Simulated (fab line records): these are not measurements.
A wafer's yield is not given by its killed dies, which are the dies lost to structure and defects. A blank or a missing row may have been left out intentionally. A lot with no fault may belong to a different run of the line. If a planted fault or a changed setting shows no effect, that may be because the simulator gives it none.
Chamber matching ; flow nand_harc ; NHARC_A_CHANNEL_HOLE_D1_ETCH_38 on rie_diel-11: 4 sister chambers
The step etches the open film in CF4, target depth 39 nm, time 65 s. 20 wafers are shown with their chamber, then 10 later ones without.

WAFERS PAIRED WITH THEIR CHAMBERS
wafer;chamber;showerhead_plenum_p_Torr (Torr);drypump_motor_current_A (A);oes_product_au (a.u.)
L292.2;1;1.74;6.0;0.988
L292.3;3;1.74;5.8;1.014
L292.5;1;1.74;6.0;0.984
L298.1;3;1.74;5.7;1.026
L298.2;1;1.74;5.9;0.974
L298.3;2;1.74;5.7;1.023
L301.2;3;1.74;5.7;1.004
L301.3;2;1.74;5.6;1.016
L301.5;1;1.74;6.0;0.997
L304.1;1;1.74;6.0;0.993
L304.3;2;1.74;5.7;1.021
L304.4;3;1.74;5.7;1.023
L305.1;3;1.74;5.7;1.011
L305.3;0;1.69;6.0;1.020
L305.5;3;1.74;5.7;1.013
L308.2;2;1.74;5.7;0.999
L308.4;1;1.74;5.9;0.986
L308.5;3;1.74;5.7;1.005
L310.2;1;1.73;5.9;0.974
L310.5;1;1.74;5.9;0.973

SIGNATURES (averages over the wafers above)
reading;chamber 0;chamber 1;chamber 2;chamber 3;scatter within a chamber
showerhead_plenum_p_Torr;1.6900;1.7388;1.7400;1.7400;0.00234
drypump_motor_current_A;6.000;5.950;5.675;5.714;0.0475
oes_product_au;1.02000;0.98362;1.01475;1.01371;0.00923
Rule: a wafer lies at a distance from a chamber equal to the root of the sum of squares, over the readings, of (its reading less the chamber's mean, divided by the reading's scatter). If the next closest chamber is less than 2 further off than the closest, the wafer can't be placed; otherwise it belongs to the closest. The scatter is the square root of a quotient: the sum, over the shown wafers, of each reading's squared deviation from its chamber's mean, divided by wafers minus chambers.

WAFERS WITH NO CHAMBER GIVEN
wafer;showerhead_plenum_p_Torr (Torr);drypump_motor_current_A (A);oes_product_au (a.u.)
L310.6;1.74;5.7;0.995
L311.4;1.74;5.8;1.004
L311.5;1.69;6.1;1.005
L311.6;1.73;6.0;0.991
L312.2;1.74;5.9;0.986
L312.3;1.74;5.7;1.008
L312.4;1.69;6.0;1.018
L315.3;1.73;5.6;1.013
L315.5;1.73;5.9;0.987
L315.6;1.69;6.0;1.006

CHAMBER TAKEN BY EACH
wafer;from the rows above;in truth
L310.6;can't be placed: 3 or 2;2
L311.4;can't be placed: 3 or 2 or 1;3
L311.5;0;0
L311.6;1;1
L312.2;1;1
L312.3;can't be placed: 3 or 2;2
L312.4;0;0
L315.3;can't be placed: 2 or 3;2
L315.5;1;1
L315.6;0;0
Correctly placed: 6 of 10. Unplaceable from these rows: 4, with the true chamber sitting among the candidates in 4. Placed wrongly: 0.
